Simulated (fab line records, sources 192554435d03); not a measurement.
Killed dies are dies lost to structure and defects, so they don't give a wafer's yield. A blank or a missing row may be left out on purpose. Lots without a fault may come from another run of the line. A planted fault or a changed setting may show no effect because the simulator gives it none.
A struck lot beside a sound one | flow n5_finfet | 15 steps out of a route of 1938
Sound: wafers L298.3, L298.4, L298.6. Struck: wafer L303.6. (L303.4, L303.5 of the same lot were not struck and are left out.) The cause comes at the end.
At each step with rows: each side's tool, then ch and its chambers, then its first start. Under that, the readings that differ: sound wafers | struck wafers | difference of the means | sigmas: that difference in standard deviations of wafers without a fault.
alike: readings whose means differ by less than 2 such deviations, and words and numbers that are the same on both sides. not compared: withheld readings, readings that some wafer has no value for, bounds like >300 that may hide the same value, and numbers for which the record gives no deviation and whose values overlap.
The two part at a step that has a row with sigmas, a row that says differs or no value, or rows on one side only. Numbers that don't overlap but have no deviation are shown without sigmas and don't part them. A reading that every wafer of one side lacks parts them only if that side has two wafers or more.

first, 9 steps without rows for these wafers: N5_BEOL_M0_SAQP_COAT_69 (time 60 s, resist thk 90 nm); N5_BEOL_M0_SAQP_COAT_72 (time 60 s, resist thk 15 nm); N5_BEOL_M0_SAQP_COAT_87 (time 60 s, resist thk 5 nm); N5_BEOL_M0_SAQP_COAT_34 (resist thk 30 nm); N5_BEOL_M0_SAQP_EBR_36; N5_BEOL_M0_SAQP_SOFTBAKE_35 (time 60 s); N5_BEOL_M0_SAQP_EXPOSE_37 (exposes mask M0 CUT1, target cd 30 nm); N5_BEOL_M0_SAQP_PEB_38 (peb time 60 s); N5_BEOL_M0_SAQP_DEVELOP_39 (develop time 30 s).
N5_BEOL_M0_SAQP_CD_MEAS_40: target cd 30 nm.
  sound on cd_sem-02 ch 0, day 7 22:36; struck on cd_sem-02 ch 0, day 9 04:43
  alike: cd_nm
N5_BEOL_M0_SAQP_OVL_MEAS_41:
  sound on overlay-02 ch 0, day 7 22:38; struck on overlay-02 ch 0, day 9 04:46
  alike: M0_CUT1_OVL
N5_BEOL_M0_SAQP_INSPECT_42: inspects for defects (brightfield).
  sound on defect_inspect-01, day 7 22:41; struck on defect_inspect-01, day 9 04:49
  alike: raw_defect_count
N5_BEOL_M0_SAQP_DESCUM_45: chemistry O2, time 7 s.
  sound on rie_diel-05 ch 0,2,3, day 7 22:43; struck on rie_diel-04 ch 2, day 9 04:50
  reading                                           | sound      | struck | difference | sigmas
  model.CAR-EUV_of_BEOL_M0_SAQP_COAT_34.thk_nm (nm) | 26 26 26.2 | 25.6   | -0.5       |
  alike: drypump_motor_current_A, o2_flow_sccm, oes_product_au, rf_fwd_power_W, rf_vpp_V, showerhead_plenum_p_Torr, throttle_valve_pct
  not compared: rf_hours_counter_h
N5_BEOL_M0_SAQP_ETCH_88: etches underlayer in N2/H2, target depth 6.5 nm, time 5.2 s.
  sound on rie_diel-05 ch 0,2,3, day 7 22:46; struck on rie_diel-04 ch 2, day 9 04:53
  alike: drypump_motor_current_A, etch_rf_on_time_s, h2_flow_sccm, n2_flow_sccm, oes_product_au, rf_fwd_power_W, rf_vpp_V, showerhead_plenum_p_Torr, throttle_valve_pct
  not compared: rf_hours_counter_h
-- the record jumps here: 3 days lie between the struck wafers' starts before and after (it left off in module BEOL_M0_SAQP and takes up again in module BEOL_M4, whose first step shown is number 1111 of the route) --
N5_BEOL_M4_RC_MEAS_101:
  sound on prober-01 ch 0, day 10 16:35; struck on prober-02 ch 0, day 12 13:22
  reading       | sound          | struck | difference | sigmas
  DIBL_N (mV/V) | 33.2 33.6 32.5 | 36.6   | +3.5       | +3
  SS_P (mV/dec) | 72.3 72.2 73.1 | 74.2   | +1.7       | +3
  alike: DIBL_P, IOFF_N, IOFF_P, ION_N, ION_P, SS_N, VT_N, VT_P

WHERE THEY PART
Only at N5_BEOL_M4_RC_MEAS_101, within this record.

WHY: what the simulator had put in
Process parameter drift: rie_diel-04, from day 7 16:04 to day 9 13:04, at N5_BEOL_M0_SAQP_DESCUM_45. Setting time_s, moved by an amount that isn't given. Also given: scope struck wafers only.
